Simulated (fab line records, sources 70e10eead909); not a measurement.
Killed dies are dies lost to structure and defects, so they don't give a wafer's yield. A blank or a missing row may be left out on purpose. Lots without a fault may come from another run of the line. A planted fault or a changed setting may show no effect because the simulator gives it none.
Chamber matching | flow nand_harc | NHARC_A_STAIRCASE_TRIM_12 on rie_diel-09: 4 sister chambers
The step chemistry O2, time 211.2 s. 4 wafers are shown with their chamber, then 11 later ones without.

WAFERS WITH THEIR CHAMBER
wafer  | chamber | showerhead_plenum_p_Torr (Torr)
L088.5 | 0       | 3.75
L089.1 | 1       | 3.72
L089.5 | 3       | 3.75
L090.1 | 2       | 3.29

WAFERS WITHOUT THEIR CHAMBER
wafer  | showerhead_plenum_p_Torr (Torr)
L090.3 | 3.75
L090.6 | 3.29
L093.3 | 3.74
L093.5 | 3.74
L093.6 | 3.29
L094.1 | 3.28
L094.4 | 3.74
L094.5 | 3.28
L097.1 | 3.74
L097.3 | 3.71
L097.6 | 3.28

WHICH CHAMBER EACH WENT THROUGH
wafer  | from the rows above          | in truth
L090.3 | can't be placed: 0 or 3      | 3
L090.6 | 2                            | 2
L093.3 | can't be placed: 0 or 3 or 1 | 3
L093.5 | can't be placed: 0 or 3 or 1 | 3
L093.6 | 2                            | 2
L094.1 | 2                            | 2
L094.4 | can't be placed: 0 or 3 or 1 | 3
L094.5 | 2                            | 2
L097.1 | can't be placed: 0 or 3 or 1 | 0
L097.3 | 1                            | 1
L097.6 | 2                            | 2
Placed correctly: 6 of 11. Can't be placed from these rows: 5 (the true chamber is among the candidates in 5). Placed wrongly: 0.
How it was worked out, from the rows above alone: a wafer's distance from a chamber is the root of the sum, over the readings, of the square of ((its reading less the chamber's mean) divided by the reading's scatter). The wafer belongs to the nearest chamber; if the next one is less than 2 further off, it can't be placed. A chamber's mean is the mean of its shown wafers. The scatter: with one shown wafer a chamber, the root of the mean of the squares of how far each hidden wafer lies from its nearest shown one.
